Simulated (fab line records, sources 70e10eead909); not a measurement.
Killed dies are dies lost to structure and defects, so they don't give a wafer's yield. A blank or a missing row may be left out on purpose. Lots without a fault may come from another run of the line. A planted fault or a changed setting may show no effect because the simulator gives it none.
fab line records | flow nand_harc
record lots=6 wafers=18 last_day=24
route steps=1159 shown A_CHANNEL_FILL_D1@498 A_STAIRCASE@519 END@1159
lots that met no fault: from a run of the same line without faults
start_h: hours from the record's first day to the start of the lot's first wafer shown | wait_h: hours since the lot's step before | " the same as in the row above | L1.1+2: a row that stands for several wafers | - no value, or no start given | * or withheld: withheld | < > ~ a bound
route shown NAME@n: a module of which the file shows steps, and the number in the route of the first | usual: mean/standard deviation of fault-free wafers | same: alike in all rows | chamber/n: place in a boat | sites: the reading at each site | _std_site: their standard deviation | _edge_site: outer sites' mean less inner sites' | radius_mm: how far each site lies from the wafer's centre | mask NAME#n: copy n | behind: the tool/chamber that last shaped the wafer | hold: why the lot was held/for how many hours/how that ended | device: the transistor (n, p or np) that didn't switch | end of line: the same wafers' tests at the end of the route | a step without rows: its recipe alone | killed: dies lost to structure and defects at the first sort, not the wafer's yield | map: a wafer's dies, x killed, . not, _ none there
set.NAME: the setting as run; set.NAME@STEP: as run at that earlier step | model.NAME: the simulator's own value behind a step, which no gauge read
lots at some steps of the route; a table a step, a row a wafer
services: from which hour (start_h, from the record's first day; less than 0 if before it) a tool's chamber was out of use, for how many hours, and why
## steps
# step NHARC_A_CHANNEL_FILL_D1_CVD_18
# recipe target_thk_a=30 temp_c=550 material=poly-Si
# step NHARC_A_CHANNEL_FILL_D1_ETCHBACK_19
# recipe target_depth_a=50 time_s=1.7 hbr_flow_sccm=150 cl2_flow_sccm=50 rf_w=400 icp_w=400 bias_w=100 chemistry=HBr/Cl2
# step NHARC_A_CHANNEL_FILL_D1_ETCHBACK_20
# recipe target_depth_a=270 time_s=13.5 c4f8_flow_sccm=withheld o2_flow_sccm=8 ar_flow_sccm=withheld rf_w=600 bias_w=1500 chemistry=C4F8/O2/Ar
# step NHARC_A_CHANNEL_FILL_D1_STRIP_28
# recipe time_s=20 o2_flow_sccm=500 ar_flow_sccm=0 bias_w=0 chemistry=O2
# step NHARC_A_CHANNEL_FILL_D1_PRECLEAN_21
# recipe time_s=30 chemistry=dHF
# step NHARC_A_CHANNEL_FILL_D1_SRD_23
# step NHARC_A_CHANNEL_FILL_D1_CVD_05
# recipe target_thk_a=50 temp_c=550 material=poly-Si
# step NHARC_A_CHANNEL_FILL_D1_ANNEAL_22
# recipe temp_c=620 time_s=7200
# step NHARC_A_CHANNEL_FILL_D1_THK_MEAS_06
# recipe thk_meas_gauge=ellipsometry
# usual thk_nm=4.9/0.96
# columns lot.wafer tool chamber start_h wait_h thk_nm
L922.1 film_metro-01 - 232.17 0.4 5.1
L922.2 " - " " 6.2
L922.3 " - " " 4.5
L921.2 film_metro-02 - 239.46 0.4 2.5
L921.4 " - " " 3.8
L921.5 " - " " 4.9
L927.1 film_metro-01 - 267.93 0.4 5.3
L927.4 " - " " 5.6
L927.5 " - " " 4.8
L929.3 film_metro-01 - 273.87 0.4 4.3
L929.4 " - " " 6.0
L929.5 " - " " 7.3
L941.2 film_metro-02 - 338.36 0.4 5.2
L941.4 " - " " 4.9
L941.5 " - " " 5.5
L940.3 film_metro-01 - 338.37 0.4 3.3
L940.4 " - " " 3.4
L940.6 " - " " 6.9
# step NHARC_A_CHANNEL_FILL_D1_ALD_25
# recipe target_thk_a=600 pulse_time_s=10 ald_cycles=600 temp_c=300 material=SiOx
# step NHARC_A_CHANNEL_FILL_D1_ETCHBACK_08
# recipe target_depth_a=2200 time_s=110 c4f8_flow_sccm=20 ar_flow_sccm=withheld rf_w=600 bias_w=300 chemistry=C4F8
# step NHARC_A_CHANNEL_FILL_D1_STRIP_29
# recipe time_s=20 o2_flow_sccm=500 ar_flow_sccm=0 bias_w=0 chemistry=O2
# step NHARC_A_CHANNEL_FILL_D1_PRECLEAN_30
# recipe time_s=30 chemistry=dHF
# columns lot.wafer tool chamber start_h wait_h
L922.3+2+1 wet_bench-06 3,5,7 238.03 -
L921.5+2+4 wet_bench-03 3,4,6 246.73 -
L927.4+1+5 wet_bench-03 2,3,5 279.90 -
L929.4+3+5 wet_bench-03 5,7,1 285.32 -
L941.4+2+5 wet_bench-06 0,3,4 344.15 -
L940.4+3+6 wet_bench-06 2,4,6 344.19 -
# step NHARC_A_CHANNEL_FILL_D1_SRD_31
# step NHARC_A_CHANNEL_FILL_D1_CVD_09
# recipe target_thk_a=1500 temp_c=620 pressure_mtorr=200 time_s=3000 material=poly-Si
# step NHARC_A_CHANNEL_FILL_D1_CMP_10
# recipe target_thk_nm=150
# step NHARC_A_CHANNEL_FILL_D1_SRD_12
# step NHARC_A_CHANNEL_FILL_D1_RTA_24
# recipe temp_c=1000 time_s=5
# usual lamp_power_pct=29.6/1.1 lamp_zone_5_pct=29.6/1.1 wafer_temp_C_max=1004.1/1.4
# columns lot.wafer tool chamber start_h wait_h lamp_power_pct lamp_zone_5_pct wafer_temp_C_max
L922.1 rtp_anneal-02 0 244.14 0.0 30.9 30.9 1002.9
L922.2 " 0 " " 30.9 30.9 1003.1
L922.3 " 0 " " 30.9 30.9 1003.4
L921.2 rtp_anneal-02 0 252.38 0.1 30.8 30.8 1002.9
L921.4 " 0 " " 30.9 30.8 1003.2
L921.5 " 0 " " 30.9 30.9 1004.2
L927.1 rtp_anneal-02 0 285.79 0.0 30.9 30.8 1002.2
L927.4 " 0 " " 30.8 30.9 1002.9
L927.5 " 0 " " 30.9 30.8 1002.1
L929.3 rtp_anneal-02 0 291.25 0.1 30.9 30.8 1002.8
L929.4 " 0 " " 30.9 30.9 1001.9
L929.5 " 0 " " 30.9 30.9 1002.5
L940.3 rtp_anneal-01 0 350.05 0.1 28.6 28.7 1005.7
L940.4 " 0 " " 28.7 28.7 1004.6
L940.6 " 0 " " 28.7 28.7 1007.1
L941.2 rtp_anneal-01 0 350.19 0.2 28.7 28.7 1006.0
L941.4 " 0 " " 28.6 28.7 1005.3
L941.5 " 0 " " 28.7 28.7 1004.0
# step NHARC_A_STAIRCASE_DEP_156
# recipe target_thk_a=500 temp_c=400 target_thk_nm=50 flow_sccm=200 rf_w=450 material=SiNx
# usual heater_power_w=737/110
# columns lot.wafer tool chamber start_h wait_h heater_power_w since_wet_clean_h
L922.2 pecvd-04 2 244.61 0.3 645 36
L922.1 " 0 " " 854 36
L922.3 " 1 " " 801 36
L921.2 pecvd-04 2 252.71 0.2 637 44
L921.4 " 1 " " 808 -
L921.5 " 0 " " 999 -
L927.1 pecvd-01 2 286.08 0.1 622 36
L927.4 " 2 " " 626 -
L927.5 " 0 " " 659 -
L929.3 pecvd-04 2 291.51 0.1 633 83
L929.4 " 0 " " 1012 -
L929.5 " 2 " " 648 -
L940.3 pecvd-01 1 350.29 0.1 712 100
L940.4 " 0 " " 714 -
L940.6 " 2 " " 660 -
L941.2 pecvd-04 2 350.46 0.1 671 142
L941.4 " 1 " " 858 -
L941.5 " 0 " " 972 -
# step NHARC_A_STAIRCASE_DEHYDRATE_158
# recipe temp_c=150 time_s=120
# step NHARC_A_STAIRCASE_HMDS_159
# recipe time_s=30
# step NHARC_A_STAIRCASE_COAT_160
# recipe spin_rpm=1200
# step NHARC_A_STAIRCASE_SOFTBAKE_161
# recipe temp_c=135 time_s=170
# step NHARC_A_STAIRCASE_EBR_162
# step NHARC_A_STAIRCASE_EXPOSE_163
# recipe na=0.5 dose_mj=20.01 mask_id=STAIR_OPEN
# step NHARC_A_STAIRCASE_PEB_164
# recipe peb_temp_c=115 peb_time_s=130
# step NHARC_A_STAIRCASE_DEVELOP_165
# recipe time_s=140
# step NHARC_A_STAIRCASE_HARDBAKE_167
# recipe temp_c=120 time_s=140
# step NHARC_A_STAIRCASE_DESCUM_168
# recipe time_s=3 o2_flow_sccm=200 ar_flow_sccm=0 bias_power_w=0 chemistry=O2
# usual drypump_motor_current_A=5.8/0.55 mfc_ar_sccm=0.002/0.0033 oes_product_au=0.995/0.01 rf_vpp_V=57.9/0.83 showerhead_plenum_p_Torr=1.95/0.092 throttle_valve_pct=11.312/0.0095
# columns lot.wafer tool chamber start_h wait_h drypump_motor_current_A mfc_ar_sccm oes_product_au rf_hours_counter_h rf_vpp_V showerhead_plenum_p_Torr throttle_valve_pct
L922.3 rie_diel-05 1 245.60 - 5.3 0 0.985 25 57.9 2.07 11.325
L922.2 " 2 " " 6.3 0 0.988 25 57.7 1.96 11.312
L922.1 " 3 " " 6.3 0 0.999 21 58.7 1.87 11.322
L921.4 rie_diel-05 2 253.67 - 6.3 0 0.996 28 58.8 1.96 11.307
L921.2 " 3 " " 6.4 0 0.989 23 57.8 1.87 11.305
L921.5 " 1 " " 5.3 0 0.988 - 58.1 2.07 11.303
L927.4 rie_diel-13 1 287.05 - 6.0 0.008 0.993 1 57.7 1.80 11.307
L927.1 " 2 " " 5.9 0.009 0.983 1 57.5 2.06 11.321
L927.5 " 0 " " 6.4 0.003 0.974 - 57.9 2.08 11.309
L929.3 rie_diel-13 1 292.44 - 5.9 0.008 1.003 4 57.0 1.80 11.311
L929.4 " 2 " " 5.8 0.009 0.987 4 58.3 2.05 11.322
L929.5 " 1 " " 6.0 0.008 1.019 - 58.0 1.80 11.323
L940.4 rie_diel-07 1 351.13 - 4.9 0 0.972 44 58.2 1.94 11.312
L940.3 " 3 " " 5.1 0 0.989 40 57.6 1.92 11.326
L940.6 " 1 " " 4.9 0 0.973 - 57.0 1.94 11.317
L941.4 rie_diel-05 3 351.42 - 6.3 0 0.994 1 57.1 1.86 11.310
L941.2 " 2 " " 6.3 0 1.005 1 58.6 1.95 11.302
L941.5 " 3 " " 6.3 0 1.003 - 57.6 1.86 11.327
# step NHARC_A_STAIRCASE_ETCH_169
# recipe target_depth_a=500 time_s=107.1 ion_energy_ev=120 ch3f_flow_sccm=50 o2_flow_sccm=30 ar_flow_sccm=200 rf_w=500 bias_w=100 chemistry=CH3F/O2
# usual drypump_motor_current_A=5.9/0.54 mfc_ar_sccm=199.9/0.61 oes_product_au=0.954/0.021 rf_vpp_V=244.8/1.7 showerhead_plenum_p_Torr=2.49/0.11 throttle_valve_pct=20.665/0.0084
# columns lot.wafer tool chamber start_h wait_h drypump_motor_current_A mfc_ar_sccm oes_product_au rf_hours_counter_h rf_vpp_V showerhead_plenum_p_Torr throttle_valve_pct
L922.2 rie_diel-05 3 246.15 0.5 6.3 199.4 0.927 21 244.3 2.41 20.658
L922.1 " 0 " " 6.3 199.8 0.922 24 243.8 2.43 20.672
L922.3 " 1 " " 5.3 199.3 0.914 25 247.8 2.65 20.665
L921.2 rie_diel-05 2 253.74 0.1 6.3 199.4 0.974 28 244.4 2.52 20.658
L921.4 " 1 " " 5.3 201.0 0.948 28 246.5 2.65 20.664
L921.5 " 2 " " 6.3 200.1 0.987 - 246.1 2.52 20.653
L927.4 rie_diel-13 2 287.14 0.1 5.8 200.7 0.949 1 246.7 2.63 20.660
L927.1 " 3 " " 5.2 199.2 0.933 1 244.2 2.43 20.668
L927.5 " 0 " " 6.3 200.2 0.929 - 247.6 2.66 20.665
L929.4 rie_diel-13 1 292.53 0.1 5.9 200.1 0.962 4 241.9 2.32 20.662
L929.3 " 2 " " 5.9 200.7 0.940 4 246.7 2.63 20.673
L929.5 " 0 " " 6.3 200.5 0.966 - 247.0 2.66 20.671
L940.3 rie_diel-07 1 351.21 0.1 4.9 200.4 0.942 44 245.4 2.50 20.674
L940.4 " 2 " " 6.6 199.2 0.985 43 244.2 2.42 20.664
L940.6 " 1 " " 4.9 200.2 0.936 - 245.1 2.50 20.662
L941.4 rie_diel-05 3 351.51 0.1 6.3 199.3 0.964 1 244.4 2.40 20.657
L941.2 " 0 " " 6.3 199.4 0.959 0 241.8 2.41 20.680
L941.5 " 2 " " 6.3 199.9 0.983 - 244.9 2.51 20.656
# step NHARC_A_STAIRCASE_ETCH_170
# recipe target_depth_a=2000 time_s=66.667 ion_energy_ev=250 c4f6_flow_sccm=25 o2_flow_sccm=20 ar_flow_sccm=500 rf_w=600 bias_w=500 chemistry=C4F6/O2
# usual c4f6_flow_sccm=24.99/0.074 drypump_motor_current_A=5.8/0.55 mfc_ar_sccm=500.0/1.4 oes_product_au=0.968/0.019 rf_vpp_V=548/3.5 showerhead_plenum_p_Torr=3.98/0.17 throttle_valve_pct=26.901/0.0089
# columns lot.wafer tool chamber start_h wait_h c4f6_flow_sccm drypump_motor_current_A mfc_ar_sccm oes_product_au rf_hours_counter_h rf_vpp_V showerhead_plenum_p_Torr throttle_valve_pct
L922.3 rie_diel-05 0 - - 24.90 6.3 499.0 0.956 24 546 3.88 26.903
L922.1 " 2 " " 25.03 6.3 498.3 0.942 25 549 4.02 26.904
L922.2 " 3 " " 24.93 6.3 498.6 0.940 21 546 3.85 26.915
L921.4 rie_diel-05 2 - - 25.07 6.3 499.9 0.987 28 550 4.02 26.901
L921.2 " 0 " " 25.07 6.3 498.5 0.964 26 545 3.87 26.905
L921.5 " 1 " " 24.83 5.3 498.9 0.957 - 553 4.21 26.896
L927.1 rie_diel-13 0 - - 24.97 6.3 499.8 0.973 1 553 4.23 26.895
L927.4 " 1 " " 25.10 6.0 500.6 0.983 1 541 3.71 26.905
L927.5 " 2 " " 25.02 5.9 499.9 0.985 - 551 4.19 26.888
L929.3 rie_diel-13 3 - - 25.05 5.2 498.8 0.982 4 546 3.87 26.897
L929.4 " 1 " " 24.98 6.0 500.8 0.986 4 543 3.71 26.899
L929.5 " 3 " " 25.06 5.2 498.8 0.974 - 547 3.87 26.910
L940.3 rie_diel-07 0 - - 24.78 5.1 500.9 0.977 42 551 4.20 26.900
L940.4 " 1 " " 25.08 4.9 499.3 0.959 44 549 3.98 26.902
L940.6 " 2 " " 24.88 6.6 497.9 0.984 - 547 3.86 26.894
L941.2 rie_diel-05 3 - - 25.13 6.3 499.6 0.982 1 546 3.83 26.901
L941.4 " 0 " " 24.96 6.3 500.1 0.966 0 546 3.85 26.896
L941.5 " 3 " " 25.02 6.3 499.7 0.987 - 544 3.83 26.897
# step NHARC_A_STAIRCASE_STRIP_171
# recipe power_w=1500 temp_c=250 chemistry=O2
# step NHARC_A_STAIRCASE_STRIP_172
# recipe time_s=900 temp_c=130 chemistry=SPM
# step NHARC_A_STAIRCASE_PRECLEAN_173
# recipe time_s=* temp_c=50 bath_age_min=0 chemistry=SC1
# step NHARC_A_STAIRCASE_SRD_174
# step NHARC_A_STAIRCASE_DEHYDRATE_01
# recipe temp_c=150 time_s=120
# step NHARC_A_STAIRCASE_HMDS_02
# recipe time_s=30
# step NHARC_A_STAIRCASE_COAT_03
# recipe spin_rpm=1200
# step NHARC_END_SORT_01
# recipe temp_c=25
# usual killed_at_array=28/10 killed_at_other=0.6/1.1 killed_at_periphery=3.6/2.6 killed_dies=32/10 killed_open=3.3/1.8 killed_short=1.9/1.4
# same gross_dies=677
# columns lot.wafer tool chamber start_h wait_h killed_at_array killed_at_other killed_at_periphery killed_dies killed_open killed_short
L927.1 prober-02 0 492.54 2.5 91 0 3 94 3 0
L927.4 prober-02 0 494.94 3.4 114 0 6 120 4 1
L927.5 prober-02 0 495.74 3.7 78 0 1 79 0 1
L929.3 prober-01 0 506.91 3.1 70 0 9 79 3 2
L929.4 prober-01 0 507.71 3.4 98 1 4 103 4 4
L929.5 prober-01 0 508.52 3.7 75 0 5 80 3 0
# killed by level:class
L927.1 A_CHANNEL_FILL_D1:unspecified=74 A_CHANNEL_HOLE_D1:chamber_film_flake=8 A_CONTACT:chamber_film_flake=3 A_CHANNEL_FILL_D1:geometric_particle:open=2 P_M1:chamber_film_flake=2 A_CHANNEL_FILL_D1:chamber_film_flake=2 A_SLIT:geometric_particle:open=1 P_GATE:chamber_film_flake=1
L927.4 A_CHANNEL_FILL_D1:unspecified=89 A_CHANNEL_HOLE_D1:chamber_film_flake=16 A_CHANNEL_FILL_D1:chamber_film_flake=3 A_CONTACT:geometric_particle:open=2 P_GATE:chamber_film_flake=2 P_M1:chamber_film_flake=2 P_CONTACT:geometric_particle:open=1 A_CHANNEL_HOLE_D1:geometric_particle:open=1
L927.5 A_CHANNEL_FILL_D1:unspecified=55 A_CHANNEL_HOLE_D1:chamber_film_flake=12 A_CHANNEL_FILL_D1:chamber_film_flake=2 A_STAIRCASE:chamber_film_flake=2 A_WL_FILL:chamber_film_flake=2 A_CONTACT:chamber_film_flake=2 A_ONON_D1:geometric_particle:short=1 P_M1:chamber_film_flake=1
L929.3 A_CHANNEL_FILL_D1:unspecified=42 A_SLIT:chamber_film_flake=11 A_CHANNEL_HOLE_D1:chamber_film_flake=10 P_STI:chamber_film_flake=6 P_GATE:geometric_particle:open=1 A_CHANNEL_FILL_D1:geometric_particle:short=1 A_WL_FILL:geometric_particle:short=1 A_CONTACT:geometric_particle:open=1
L929.4 A_CHANNEL_FILL_D1:unspecified=60 A_CHANNEL_HOLE_D1:chamber_film_flake=18 A_SLIT:chamber_film_flake=7 A_CHANNEL_FILL_D1:geometric_particle:open=2 A_WL_FILL:geometric_particle:short=2 P_STI:chamber_film_flake=2 A_ZERO_WELL:chamber_film_flake=2 A_CONTACT:chamber_film_flake=2
L929.5 A_CHANNEL_FILL_D1:unspecified=43 A_CHANNEL_HOLE_D1:chamber_film_flake=17 A_SLIT:chamber_film_flake=11 P_STI:chamber_film_flake=4 A_CHANNEL_FILL_D1:geometric_particle:open=1 A_BLC:geometric_particle:open=1 A_M0:geometric_particle:open=1 P_GATE:chamber_film_flake=1
# map L927.4 (x killed, . not)
____________.____________
_________x......_________
_______..........._______
______.............______
_____..............._____
____...x.............____
____.x.x.............____
___.xxxxx.............___
___x.xxxx.x...........___
__.xxxxxxxx............__
__xxxxxxxxx............__
_..xxxxxxx.........x...._
_.xxxxxxxx.............._
_.xxxxxxxx.xx..........._
_.xxxxxxxxx............._
_.x.xxxxxxx............._
...xxxxxx.x.....x........
.....xx.x..........xx....
x...x..x.........xxx.....
....x.x.x.......x..x.....
...................x.....
_...x...........xxx....._
_................x...x.._
_.................x....._
_..............x...x...._
_......................._
__.......x..x..........__
__.................x...__
___....x..............___
___...........x.......___
____.................____
____.........x.......____
_____.....x.x......._____
______....x........______
_______..........._______
_________.xx...._________
____________.____________
# map L929.4 (x killed, . not)
____________.____________
_________......._________
_______..........x_______
______..........xxx______
_____...x.......xxxx_____
____............xxxxx____
____...........xxxxxx____
___...........xxxxxxxx___
___............xxxxxxx___
__.............x.xxxxxx__
__..............xxxxxxx__
_......x.........xxxx.xx_
_..................xx.x._
_...x.............xx.x.._
_....x.................._
_......................._
................x.x.xx...
.................xxxx....
.....x.......x..x..xx....
............x...x.x.x....
.................xx...x..
_................xxxx..._
_..........x.x...xxx...._
_.................xx...._
_.............x..x...x.._
_........x......x.x....._
__.....................__
__.........x...........__
___...................___
___...................___
____.................____
____.................____
_____..........x...._____
______.............______
_______..........._______
_________......._________
____________.____________
## services
# columns tool chamber start_h hours kind
rie_diel-05 0 221.63 - clean
rie_diel-05 1 221.63 - clean
rie_diel-05 2 221.63 - clean
rie_diel-05 3 221.63 - clean
rie_diel-07 - 229.31 9.0 pm
rie_diel-13 3 232.11 3.8 repair
pecvd-01 - 237.10 13.0 pm
rie_diel-05 0 246.15 - clean
rie_diel-05 1 246.15 - clean
rie_diel-05 2 246.15 - clean
rie_diel-05 3 246.15 - clean
pecvd-01 - 262.27 2.1 repair
rie_diel-05 0 270.82 - clean
rie_diel-05 1 270.82 - clean
rie_diel-05 2 270.82 - clean
rie_diel-13 - 276.08 9.0 pm
pecvd-01 - 288.33 1.3 repair
rtp_anneal-02 - 300.09 12.0 pm
pecvd-01 0 303.67 23.3 repair
wet_bench-06 - 305.60 8.0 pm
rie_diel-05 - 321.33 2.1 repair
wet_bench-03 - 322.40 8.0 pm
rie_diel-05 0 337.34 6.3 repair
rie_diel-05 - 340.62 9.0 pm
## key
first_sign step=NHARC_END_SORT_01 reading=killed_at_array direction=up sigmas=5.9 usual=28 struck=88
effect step=NHARC_END_SORT_01 reading=killed_dies direction=up sigmas=5.9 usual=32 struck=92
more_kills_born_at NHARC_A_CHANNEL_FILL_D1_PRECLEAN_30@wet_bench-03=363
met_at NHARC_A_CHANNEL_FILL_D1_PRECLEAN_30
struck_wafers L927.1,L927.4,L927.5,L929.3,L929.4,L929.5
tester_left_out L927,L929
onset_between 246.73 279.90
also_fits NHARC_A_CHANNEL_FILL_D1_RTA_24:rtp_anneal-02,NHARC_A_STAIRCASE_DESCUM_168:rie_diel-13,NHARC_A_STAIRCASE_ETCH_169:rie_diel-13,NHARC_A_STAIRCASE_ETCH_170:rie_diel-13
fault kind=chamber_particle_source tool=wet_bench-03 chamber=- onset_h=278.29 steps=NHARC_A_CHANNEL_FILL_D1_PRECLEAN_30 rate_per_visit_cm2=0.80142 end_h=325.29
# tester_left_out: of these lots the tester's yield and bins aren't shown, on N5 and GAA mostly nor the transistor test; their killed dies are dies lost to structure and defects alone, not to doping, threshold or leakage, so they don't give the yield
